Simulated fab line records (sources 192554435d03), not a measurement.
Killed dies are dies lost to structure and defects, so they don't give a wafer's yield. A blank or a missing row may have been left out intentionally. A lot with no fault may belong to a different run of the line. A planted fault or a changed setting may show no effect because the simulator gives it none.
Chamber matching | flow n5_finfet | 4 sister chambers for N5_DUMMY_REMOVAL_HM_STRIP_01 on rie_diel-04
The step strips SiNx in CH3F/O2, stops on poly-Si, target depth 4 nm, time 6.8 s. 8 wafers are shown with their chamber, then 7 later ones without.

## WAFERS, EACH WITH ITS CHAMBER
wafer  | chamber | showerhead_plenum_p_Torr (Torr) | throttle_valve_pct (%)
L078.5 | 0       | 1.94                            | 16.21
L083.3 | 2       | 2.06                            | 16.41
L083.5 | 2       | 2.06                            | 16.40
L090.3 | 1       | 2.02                            | 16.31
L090.4 | 3       | 2.04                            | 16.07
L090.5 | 1       | 2.02                            | 16.31
L092.1 | 3       | 2.04                            | 16.05
L092.2 | 0       | 1.93                            | 16.29

## WAFERS WHOSE CHAMBER IS MISSING
wafer  | showerhead_plenum_p_Torr (Torr) | throttle_valve_pct (%)
L092.3 | 2.05                            | 15.96
L093.1 | 1.93                            | 16.27
L093.2 | 2.05                            | 15.93
L093.3 | 2.02                            | 16.33
L094.2 | 2.02                            | 16.32
L094.4 | 2.05                            | 15.94
L094.5 | 1.93                            | 16.27

## WHICH CHAMBER EACH WENT THROUGH
wafer  | from the rows above | in truth
L092.3 | 3                   | 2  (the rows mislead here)
L093.1 | 0                   | 0
L093.2 | 3                   | 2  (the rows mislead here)
L093.3 | 1                   | 1
L094.2 | 1                   | 1
L094.4 | 3                   | 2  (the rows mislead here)
L094.5 | 0                   | 0
Placed correctly: 4 of 7. From these rows, 0 cannot be placed. Placed wrongly: 3.
How it was worked out, from the rows above alone: a wafer's distance from a chamber is the root of the sum, over the readings, of the square of ((its reading less the chamber's mean) divided by the reading's scatter). If the next closest chamber is less than 2 further off than the closest, the wafer can't be placed; otherwise it belongs to the closest. The mean given for a chamber averages the wafers shown for that chamber. The scatter: the root of (the sum of the squares of (reading less its chamber's mean) over the shown wafers, divided by (wafers less chambers)).
